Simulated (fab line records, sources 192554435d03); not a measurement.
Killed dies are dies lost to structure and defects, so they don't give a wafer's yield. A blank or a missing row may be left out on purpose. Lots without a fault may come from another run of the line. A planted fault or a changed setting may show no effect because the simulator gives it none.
Problem report in the 8D (eight disciplines) form, filled by code | flow n5_finfet | the parts of the form that need people (team, actions taken, sign-off) are left out

1. THE PROBLEM
MD_CAP_THK at N5_MOL_CONTACT_COAG_THK_MEAS_29 reads a mean of 16.18 nm on 3 wafers of 2 lots; wafers without a fault read 17.87 nm with a standard deviation of 0.079. That is -21 standard deviations from the usual mean.
First seen on wafer L852.2, day 5 13:09, on film_metro-02. The record holds 24 wafers of 8 lots with a number at this step. Rule for "out", or "out of limits": more than 4 standard deviations from the usual mean. The other wafers with a number count as sound.

2. WHAT IT IS AND WHAT IT IS NOT
question                    | is                     | is not
which readings at this step | MD_CAP_THK             | -
which lots                  | L852, L855             | L850, L851, L864, L866, L869, L873
which wafers of those lots  | L852.2, L852.6, L855.6 | L852.1, L855.1, L855.3
read on which gauges        | film_metro-02          | film_metro-01
when                        | from day 5 13:09       | up to then (7 sound wafers); but 14 sound wafers of L855, L864, L866, L869, L873 came after

3. SUSPECTS, AND WHAT RULES EACH OUT
Counting: a tool at a process step up to the reading stays a suspect if it ran every lot that is out. Sound lots after the first of them don't rule it out here, since some wafers of a struck lot are sound.
- the gauge at N5_MOL_CONTACT_COAG_THK_MEAS_29: ruled out. All the wafers that are out were read on film_metro-02, but those of them that N5_MOL_CONTACT_COAG_ETCH_47 has rows for are out there too, on other tools.
- pvd_sputter-01 at N5_MOL_CONTACT_COAG_SPUTTER_143 (material Co, target thk 2.5 nm): kept. It ran every lot that is out, first L852 (day 5 08:08); its last sound lot up to then is L851 (day 5 03:32).
- cmp-03 at N5_MOL_CONTACT_COAG_CMP_23 (polishes, stops on SiO2, t overpolish 1.5 s, target thk 0 nm): kept. It ran every lot that is out, first L852 (day 5 10:28); its last sound lot up to then is L851 (day 5 07:39).
Left after counting: pvd_sputter-01 at N5_MOL_CONTACT_COAG_SPUTTER_143, cmp-03 at N5_MOL_CONTACT_COAG_CMP_23.

4. THE CAUSE (what the simulator had put in)
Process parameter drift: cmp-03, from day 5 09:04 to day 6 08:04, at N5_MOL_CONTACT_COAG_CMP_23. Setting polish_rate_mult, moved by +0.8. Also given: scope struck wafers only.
Counting left 2 suspects, and this tool is among them.

5. THE CHAIN OF EFFECTS, in route order
Each row: a reading whose mean over the struck wafers that have a number lies more than 3 standard deviations from the usual. Only readings for which the record gives a usual standard deviation are gone through. hours: the time from each lot's start at the first step in this table that gives one to its start at this step, as a median over the lots. sigmas: the change in usual standard deviations.
hours | step                            | reading           | usual    | on struck wafers | change | sigmas
0     | N5_MOL_CONTACT_COAG_THK_MEAS_29 | MD_CAP_THK        | 17.87 nm | 16.18            | -1.69  | -21
2     | N5_MOL_CONTACT_COAG_ETCH_47     | etch_rf_on_time_s | 31.2 s   | 28.5             | -2.7   | -5.0
The process steps in it:
- N5_MOL_CONTACT_COAG_ETCH_47: etches SiNx in CH3F/O2, stops on W, target depth 27 nm.
Later measuring or inspecting steps at which every struck wafer that the step has a row for has a number for every such reading, and none has moved that far: N5_MOL_CONTACT_COAG_CD_MEAS_84, N5_BEOL_M4_RC_MEAS_101.

6. WHAT WOULD HAVE CAUGHT IT SOONER
In this record the first reading out of limits at a measuring or inspecting step was taken at day 5 13:09, 4 hours after the fault began at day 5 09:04.
Of the tool readings at N5_MOL_CONTACT_COAG_CMP_23 for which the record gives a usual standard deviation, none was out on any struck wafer, so an alarm limit of 4 standard deviations on them would not have fired.
Of the lots that are out (2), L855 began N5_MOL_CONTACT_COAG_CMP_23 on cmp-03 after day 5 13:09. A hold on the tool at that time would have spared it.
